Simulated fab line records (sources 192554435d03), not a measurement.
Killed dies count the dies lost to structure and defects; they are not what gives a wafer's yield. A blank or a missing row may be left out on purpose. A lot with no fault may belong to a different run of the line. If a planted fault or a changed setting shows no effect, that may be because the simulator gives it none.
Which tool is to blame? -- flow n5Finfet -- 36 wafers from 12 lots sampled at 2 of the route's 1938 steps

## WHAT EACH GAUGE READ, for each wafer
N5_BEOL_M13_CD_MEAS_10 targets a cd of 190 nm.
lot,measured,on,cdNm (nm)
L075,day 11 06:12,cdSem-03,192.6 191.9 193.0
L080,day 12 03:39,cdSem-01,190.3 190.4 190.4
L077,day 12 14:17,cdSem-03,191.2 192.9 192.4
L078,day 12 16:47,cdSem-01,193.1 191.6 192.9
L083,day 13 05:42,cdSem-01,192.9 191.2 190.5
L085,day 14 02:43,cdSem-01,187.9 188.1 187.5
L089,day 14 14:37,cdSem-02,189.7 189.6 187.2
L091,day 14 17:37,cdSem-01,189.3 191.1 190.9
L088,day 14 22:03,cdSem-03,189.2 190.0 189.3
L094,day 16 00:00,cdSem-01,190.6 189.5 191.1
L096,day 16 20:37,cdSem-02,184.7 187.2 186.1
L095,day 17 02:11,cdSem-03,190.5 188.9 188.6

## WHAT TOOL EACH LOT RAN ON (gives the tool, then ch and the chambers of the sampled wafers, and finally the start)
lot,N5_BEOL_M12_SPUTTER_43
L075,"pvdSputter-02, day 11 04:30"
L080,"pvdSputter-01, day 12 01:52"
L077,"pvdSputter-03, day 12 12:32"
L078,"pvdSputter-02, day 12 14:41"
L083,"pvdSputter-01, day 13 03:52"
L085,"pvdSputter-01, day 14 00:49"
L089,"pvdSputter-03, day 14 12:45"
L091,"pvdSputter-02, day 14 15:58"
L088,"pvdSputter-03, day 14 20:23"
L094,"pvdSputter-03, day 15 22:14"
L096,"pvdSputter-02, day 16 18:47"
L095,"pvdSputter-03, day 17 00:22"
- N5_BEOL_M12_SPUTTER_43: material TaN, target thk 15 nm, time 24.19 s.

## THE ANSWER, worked out from the rows above alone
Rule: the usual values come from the lots themselves. Put in order of their means at a reading, lots are off if they are a third of the lots or fewer, leave a main group of 4 or more, and stand apart from it by a gap of 3 or more times the standard deviation of the main group's means; of several such gaps the widest counts. A main group is skipped when, at the precision printed for the reading in the tables above, its means are all equal. A lot without any number at a reading at which 4 lots or more have one is off too. The other lots that the step has rows for count as sound.
Nothing can be told from this: no lot is off at any reading shown.

## WHAT THE SIMULATOR HAD PUT IN
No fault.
